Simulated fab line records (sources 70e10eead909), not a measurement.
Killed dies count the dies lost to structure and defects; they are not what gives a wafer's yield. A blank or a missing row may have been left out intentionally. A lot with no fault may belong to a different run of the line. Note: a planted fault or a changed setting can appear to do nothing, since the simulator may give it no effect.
Check of tool commonality -- flow nandHarc -- Sample size 13 lots and 39 wafers

== THE REASON FOR OPENING IT ==
Flagged at NHARC_P_ZERO_WELL_CD_MEAS_52: reading cdNm, on 1 of 13 lots. Fault-free wafers read 1999.6 nm, with a standard deviation of 1.3.
Rule: a lot gets a flag if all its wafers with a number sit over 4 standard deviations from that mean, or if no wafer of it has a number. As for the other lots, they are considered sound.

lot,measured,on,"cdNm (nm), wafer by wafer",flag
L721,day 2 02:00,cdSem-02,1997.4 1998.8 2000.1,
L722,day 2 12:01,cdSem-01,2000.5 2001.6 2002.7,
L723,day 2 21:37,cdSem-02,1997.9 1996.9 1998.7,
L724,day 3 07:39,cdSem-02,1999.5 1999.6 1998.4,
L726,day 4 03:37,cdSem-03,1912.9 1911.4 1912.3,FLAGGED
L735,day 7 22:11,cdSem-03,2000.2 1997.9 2000.7,
L736,day 8 07:47,cdSem-03,1999.8 1997.7 1997.1,
L738,day 9 03:41,cdSem-01,2000.6 1999.8 2001.2,
L739,day 9 15:28,cdSem-03,2000.1 1999.6 1999.1,
L740,day 9 23:54,cdSem-02,2000.5 2000.0 2000.3,
L742,day 10 20:08,cdSem-02,2001.4 1998.8 1998.1,
L743,day 11 05:53,cdSem-01,1998.6 1998.0 1998.5,
L744,day 11 15:36,cdSem-03,2000.0 2001.2 2000.0,
The mean of the flagged lots' numbers is 1912.2 nm, -87.4 nm from the usual (-67 standard deviations).

== WHICH TOOL RAN EACH LOT ==
The record holds 1 process step before the reading, out of a route of 1302 steps. Each cell gives the tool, then ch followed by the chambers the sampled wafers passed through, then the start.
lot,flag,NHARC_P_ZERO_WELL_EXPOSE_49
L721,,"krfScanner-03 ch 0, day 2 01:51"
L722,,"krfScanner-02 ch 0, day 2 11:52"
L723,,"krfScanner-01 ch 0, day 2 21:28"
L724,,"krfScanner-01 ch 0, day 3 07:29"
L726,FLAGGED,"krfScanner-01 ch 0, day 4 03:28"
L735,,"krfScanner-03 ch 0, day 7 22:01"
L736,,"krfScanner-02 ch 0, day 8 07:38"
L738,,"krfScanner-03 ch 0, day 9 03:32"
L739,,"krfScanner-03 ch 0, day 9 15:19"
L740,,"krfScanner-01 ch 0, day 9 23:45"
L742,,"krfScanner-02 ch 0, day 10 19:58"
L743,,"krfScanner-01 ch 0, day 11 05:44"
L744,,"krfScanner-01 ch 0, day 11 15:26"
What the steps here do:
- NHARC_P_ZERO_WELL_EXPOSE_49: exposes mask P HVPW, target cd 2000 nm.
- NHARC_P_ZERO_WELL_CD_MEAS_52: target cd 2000 nm.

== FLAGGED AGAINST TOTAL, ONE TOOL AT A TIME (gauges that did the reading follow at the end) ==
step,tool,lots run,flagged,share of the flagged lots,sound lots run after its first flagged lot
NHARC_P_ZERO_WELL_EXPOSE_49,krfScanner-01,6,1,all,"3 (L740,L743,L744)"
NHARC_P_ZERO_WELL_EXPOSE_49,krfScanner-02,3,0,none,-
NHARC_P_ZERO_WELL_EXPOSE_49,krfScanner-03,4,0,none,-
NHARC_P_ZERO_WELL_CD_MEAS_52,cdSem-01,3,0,none,-
NHARC_P_ZERO_WELL_CD_MEAS_52,cdSem-02,5,0,none,-
NHARC_P_ZERO_WELL_CD_MEAS_52,cdSem-03,5,1,all,"4 (L735,L736,L739,L744)"

== THE TABLE: WHAT IT ALLOWS ==
2 rows of the table ran every flagged lot: krfScanner-01 at NHARC_P_ZERO_WELL_EXPOSE_49, cdSem-03 at NHARC_P_ZERO_WELL_CD_MEAS_52.
- krfScanner-01 at NHARC_P_ZERO_WELL_EXPOSE_49: 1 of its 6 lots flagged. Sound lots ran on it after the first flagged one (L740, L743, L744), which a lasting fault on the whole tool wouldn't allow.
- cdSem-03 at NHARC_P_ZERO_WELL_CD_MEAS_52: 1 of its 5 lots flagged. Sound lots ran on it after the first flagged one (L735, L736, L739, L744), which a lasting fault on the whole tool wouldn't allow.
No row of the table ran every flagged lot and no sound lot after the first.

== WHAT THE SIMULATOR HAD INSERTED ==
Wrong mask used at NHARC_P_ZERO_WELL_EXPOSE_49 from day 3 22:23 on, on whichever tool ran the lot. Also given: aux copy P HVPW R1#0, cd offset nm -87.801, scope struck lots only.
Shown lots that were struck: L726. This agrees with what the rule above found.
